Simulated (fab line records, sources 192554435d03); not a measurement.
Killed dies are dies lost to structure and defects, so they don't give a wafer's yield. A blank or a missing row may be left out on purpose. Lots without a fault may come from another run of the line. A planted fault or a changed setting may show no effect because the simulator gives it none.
Which tool did it? | flow n5_finfet | 9 lots, 27 wafers sampled, at 5 steps of a route of 1938

WHAT THE GAUGES READ, wafer by wafer
N5_BEOL_M4_RC_MEAS_101. Usual: DIBL_N 36.3 mV/V, standard deviation 1.6; DIBL_P 36.5 mV/V, standard deviation 1.6; IOFF_N 0.163 nA/um, standard deviation 0.026; IOFF_P 0.22 nA/um, standard deviation 0.033; ION_N 676 uA/um, standard deviation 9.9; ION_P 464 uA/um, standard deviation 6.5; SS_N 71.5 mV/dec, standard deviation 0.5; SS_P 73.3 mV/dec, standard deviation 0.64; VT_N 249.3 mV, standard deviation 2.9; VT_P -250 mV, standard deviation 3.2.
lot  | measured     | on        | DIBL_N (mV/V)  | DIBL_P (mV/V)  | IOFF_N (nA/um)    | IOFF_P (nA/um) | ION_N (uA/um) | ION_P (uA/um) | SS_N (mV/dec)  | SS_P (mV/dec)  | VT_N (mV)         | VT_P (mV)      | flag
L153 | day 9 14:32  | prober-01 | 36.8 37.4 37.0 | 37.1 37.5 37.0 | 0.165 0.176 0.153 | 0.22 0.24 0.22 | 687 699 674   | 468 479 462   | 71.1 71.5 71.9 | 72.8 73.6 73.2 | 247.6 247.3 249.2 | -248 -248 -251 |
L154 | day 9 16:22  | prober-02 | 36.9 37.0 35.6 | 37.9 38.1 36.5 | 0.179 0.182 0.160 | 0.22 0.22 0.20 | 673 688 697   | 463 466 464   | 71.6 71.7 70.8 | 74.8 73.9 74.3 | 245.1 246.4 248.8 | -251 -250 -253 |
L157 | day 10 19:06 | prober-01 | 34.5 34.2 33.9 | 35.3 35.9 34.6 | 0.135 0.142 0.129 | 0.17 0.18 0.17 | 670 682 674   | 452 464 461   | 71.3 71.1 71.5 | 72.5 72.5 72.6 | 252.4 249.9 249.3 | -254 -250 -252 |
L158 | day 10 18:48 | prober-02 | 38.9 39.4 39.1 | 37.9 38.2 37.9 | 0.218 0.235 0.222 | 0.28 0.28 0.28 | 683 689 696   | 474 469 473   | 72.0 72.1 72.5 | 73.7 74.2 73.8 | 246.9 242.8 244.2 | -247 -246 -245 |
L159 | day 11 14:23 | prober-02 | 35.7 36.0 35.3 | 36.2 36.5 35.6 | 0.166 0.165 0.152 | 0.22 0.22 0.21 | 674 677 667   | 464 463 458   | 71.5 70.5 71.2 | 73.8 73.2 73.4 | 249.9 250.0 250.9 | -248 -248 -249 |
L164 | day 12 02:19 | prober-02 | 33.4 36.1 36.3 | 33.8 36.6 36.6 | 0.116 0.158 0.153 | 0.16 0.20 0.19 | 656 679 669   | 456 457 459   | 70.8 71.7 71.2 | 72.8 73.6 73.0 | 254.8 248.3 251.0 | -256 -253 -253 |
L167 | day 12 18:37 | prober-01 | 37.5 35.4 36.4 | 35.8 34.7 35.1 | 0.166 0.140 0.143 | 0.21 0.20 0.20 | 678 668 668   | 463 462 460   | 71.2 71.3 71.1 | 73.0 72.8 72.6 | 249.6 248.2 247.9 | -249 -251 -252 |
L171 | day 14 04:17 | prober-01 | 36.0 34.9 35.7 | 37.1 35.2 36.3 | 0.169 0.145 0.164 | 0.22 0.19 0.22 | 669 662 672   | 465 456 462   | 71.8 71.6 71.7 | 73.4 73.5 73.8 | 249.5 252.3 250.3 | -250 -251 -248 |
L172 | day 14 08:29 | prober-01 | 36.3 36.5 38.5 | 35.8 35.5 39.0 | 0.173 0.165 0.217 | 0.24 0.23 0.30 | 681 671 696   | 463 462 473   | 71.5 72.0 72.0 | 73.2 74.0 74.1 | 246.1 247.7 243.8 | -246 -246 -245 |

WHICH TOOL RAN EACH LOT (tool, then ch and the chambers of the sampled wafers, then the start)
lot  | N5_GATE_CUT_ETCH_28                | N5_GATE_CUT_ETCH_36                | N5_GATE_CUT_CMP_23            | N5_GATE_CUT_CMP_43
L153 | rie_diel-02 ch 1,2,3, day 5 12:06  | rie_diel-02 ch 1,2,3, day 5 12:07  | cmp-04 ch 0,2,3, day 5 14:28  | cmp-01 ch 1,2,3, day 5 14:43
L154 | rie_diel-06 ch 0,2,3, day 5 15:14  | rie_diel-06 ch 0,2,3, day 5 15:16  | cmp-04 ch 0,2,3, day 5 17:32  | cmp-02 ch 0,1,3, day 5 17:52
L157 | rie_diel-02 ch 1,2, day 6 08:45    | rie_diel-02 ch 1,2, day 6 08:46    | cmp-01 ch 1,2,3, day 6 11:02  | cmp-02 ch 2,3, day 6 11:22
L158 | rie_diel-06 ch 0,2,3, day 6 17:37  | rie_diel-06 ch 0,2,3, day 6 17:38  | cmp-04 ch 1,2,3, day 6 19:59  | cmp-04 ch 0,3, day 6 20:19
L159 | rie_diel-02 ch 2,3, day 7 00:44    | rie_diel-02 ch 2,3, day 7 00:44    | cmp-01 ch 1,2,3, day 7 03:07  | cmp-02 ch 0,3, day 7 03:28
L164 | rie_diel-05 ch 0,1,3, day 8 07:32  | rie_diel-05 ch 0,1,3, day 8 07:34  | cmp-04 ch 0,1,2, day 8 09:51  | cmp-04 ch 0,1,3, day 8 10:10
L167 | rie_diel-06 ch 1,2,3, day 9 00:24  | rie_diel-06 ch 1,2,3, day 9 00:25  | cmp-01 ch 0,1,2, day 9 02:41  | cmp-02 ch 0,1,2, day 9 03:06
L171 | rie_diel-02 ch 1,2, day 9 23:19    | rie_diel-02 ch 1,2, day 9 23:20    | cmp-04 ch 0,2,3, day 10 01:44 | cmp-01 ch 0,2, day 10 02:04
L172 | rie_diel-05 ch 0,1,2, day 10 06:32 | rie_diel-05 ch 0,1,2, day 10 06:34 | cmp-02 ch 1,2,3, day 10 08:55 | cmp-02 ch 1,2, day 10 09:10
- N5_GATE_CUT_ETCH_28: etches underlayer in N2/H2, target depth 13 nm, time 10.4 s.
- N5_GATE_CUT_ETCH_36: etches SiARC in CF4, target depth 13 nm, time 21.7 s.
- N5_GATE_CUT_CMP_23: polishes, stops on SiO2, t overpolish 23.4 s, target thk 16 nm.
- N5_GATE_CUT_CMP_43: polishes SiO2.

WHAT THE TOOLS THEMSELVES READ (means of the sampled wafers that have a number; where no wafer has one, the mark that the record gives instead)
N5_GATE_CUT_ETCH_28. Usual: chamber_pressure_mTorr 29.999 mTorr, standard deviation 0.029; drypump_motor_current_A 5.7 A, standard deviation 0.34; etch_rf_on_time_s 10.38 s, standard deviation 0.15; oes_product_au 0.67 a.u., standard deviation 0.066; rf_vpp_V 524 V, standard deviation 3.1; showerhead_plenum_p_Torr 2.53 Torr, standard deviation 0.11; throttle_valve_pct 17.89 %, standard deviation 0.23.
lot  | tool        | chamber_pressure_mTorr (mTorr) | drypump_motor_current_A (A) | etch_rf_on_time_s (s) | oes_product_au (a.u.) | rf_vpp_V (V) | showerhead_plenum_p_Torr (Torr) | throttle_valve_pct (%) | flag
L153 | rie_diel-02 | 30.010                         | 5.8                         | 10.40                 | 0.68                  | 524          | 2.57                            | 17.90                  |
L154 | rie_diel-06 | 30.007                         | 5.6                         | 10.46                 | 0.65                  | 523          | 2.50                            | 17.97                  |
L157 | rie_diel-02 | 29.977                         | 6.0                         | 10.35                 | 0.68                  | 525          | 2.61                            | 17.98                  |
L158 | rie_diel-06 | 30.034                         | 5.6                         | 10.41                 | 0.64                  | 524          | 2.50                            | 17.97                  |
L159 | rie_diel-02 | 29.993                         | 5.5                         | 10.38                 | 0.66                  | 522          | 2.51                            | 17.84                  |
L164 | rie_diel-05 | 29.999                         | 5.6                         | 10.20                 | 0.73                  | 524          | 2.51                            | 17.80                  |
L167 | rie_diel-06 | 29.996                         | 5.7                         | 10.40                 | 0.69                  | 522          | 2.49                            | 17.94                  |
L171 | rie_diel-02 | 29.997                         | 5.8                         | 10.43                 | 0.66                  | 523          | 2.53                            | 17.84                  |
L172 | rie_diel-05 | 30.013                         | 5.8                         | 10.35                 | 0.65                  | 524          | 2.54                            | 17.75                  |

N5_GATE_CUT_ETCH_36. Usual: chamber_pressure_mTorr 40.00 mTorr, standard deviation 0.038; drypump_motor_current_A 5.7 A, standard deviation 0.34; etch_rf_on_time_s 21.6 s, standard deviation 0.32; oes_product_au 0.67 a.u., standard deviation 0.067; rf_vpp_V 184.0 V, standard deviation 1.3; showerhead_plenum_p_Torr 2.14 Torr, standard deviation 0.082; throttle_valve_pct 15.66 %, standard deviation 0.21.
lot  | tool        | chamber_pressure_mTorr (mTorr) | drypump_motor_current_A (A) | etch_rf_on_time_s (s) | oes_product_au (a.u.) | rf_vpp_V (V) | showerhead_plenum_p_Torr (Torr) | throttle_valve_pct (%) | flag
L153 | rie_diel-02 | 40.00                          | 5.8                         | 21.6                  | 0.68                  | 184.1        | 2.16                            | 15.67                  |
L154 | rie_diel-06 | 39.97                          | 5.6                         | 22.0                  | 0.64                  | 183.5        | 2.11                            | 15.72                  |
L157 | rie_diel-02 | 40.02                          | 6.0                         | 21.3                  | 0.69                  | 184.6        | 2.19                            | 15.74                  |
L158 | rie_diel-06 | 40.01                          | 5.6                         | 22.2                  | 0.64                  | 184.2        | 2.11                            | 15.73                  |
L159 | rie_diel-02 | 39.98                          | 5.5                         | 21.8                  | 0.66                  | 184.2        | 2.12                            | 15.64                  |
L164 | rie_diel-05 | 40.03                          | 5.7                         | 21.3                  | 0.73                  | 184.2        | 2.12                            | 15.50                  |
L167 | rie_diel-06 | 40.03                          | 5.7                         | 21.6                  | 0.70                  | 182.6        | 2.11                            | 15.72                  |
L171 | rie_diel-02 | 40.00                          | 5.8                         | 21.7                  | 0.66                  | 183.5        | 2.12                            | 15.64                  |
L172 | rie_diel-05 | 39.97                          | 5.8                         | 21.5                  | 0.66                  | 184.4        | 2.15                            | 15.56                  |

N5_GATE_CUT_CMP_23. Usual: motor_current_A 8.8 A, standard deviation 0.79; overpolish_run_s 23.401 s, standard deviation 0.0086; time_to_endpoint_s 18.7 s, standard deviation 1.9.
lot  | tool   | motor_current_A (A) | overpolish_run_s (s) | time_to_endpoint_s (s) | flag
L153 | cmp-04 | 9.0                 | 23.404               | 19.1                   |
L154 | cmp-04 | 8.9                 | 23.401               | 21.2                   |
L157 | cmp-01 | 9.1                 | 23.403               | 17.1                   |
L158 | cmp-04 | 9.3                 | 23.407               | 18.9                   |
L159 | cmp-01 | 9.1                 | 23.392               | 20.6                   |
L164 | cmp-04 | 9.4                 | 23.397               | 19.3                   |
L167 | cmp-01 | 8.8                 | 23.407               | 24.4                   |
L171 | cmp-04 | 9.1                 | 23.390               | 18.8                   |
L172 | cmp-02 | 8.7                 | 23.405               | 18.4                   |

N5_GATE_CUT_CMP_43. Usual: motor_current_A 11.7 A, standard deviation 0.97.
lot  | tool   | motor_current_A (A) | flag
L153 | cmp-01 | 12.3                |
L154 | cmp-02 | 11.8                |
L157 | cmp-02 | 11.2                |
L158 | cmp-04 | 10.9                |
L159 | cmp-02 | 10.8                |
L164 | cmp-04 | 11.6                |
L167 | cmp-02 | 11.5                |
L171 | cmp-01 | 11.3                |
L172 | cmp-02 | 12.1                |

THE ANSWER, worked out from the rows above alone
Rule: a lot is off if the mean of its wafers that have a number lies more than 3 standard deviations from the usual mean. A lot without any number at a reading at which 4 lots or more have one is off too. The other lots that the step has rows for count as sound. The gauges are gone through in route order, then the tools' own readings, and for those a lot's mean is taken as printed above. The first step at which some lot is off is used, and at that step the reading that is off furthest; a lot without a number counts as furthest.
No lot is off at any reading shown: from this, nothing can be told.

WHAT THE SIMULATOR HAD PUT IN
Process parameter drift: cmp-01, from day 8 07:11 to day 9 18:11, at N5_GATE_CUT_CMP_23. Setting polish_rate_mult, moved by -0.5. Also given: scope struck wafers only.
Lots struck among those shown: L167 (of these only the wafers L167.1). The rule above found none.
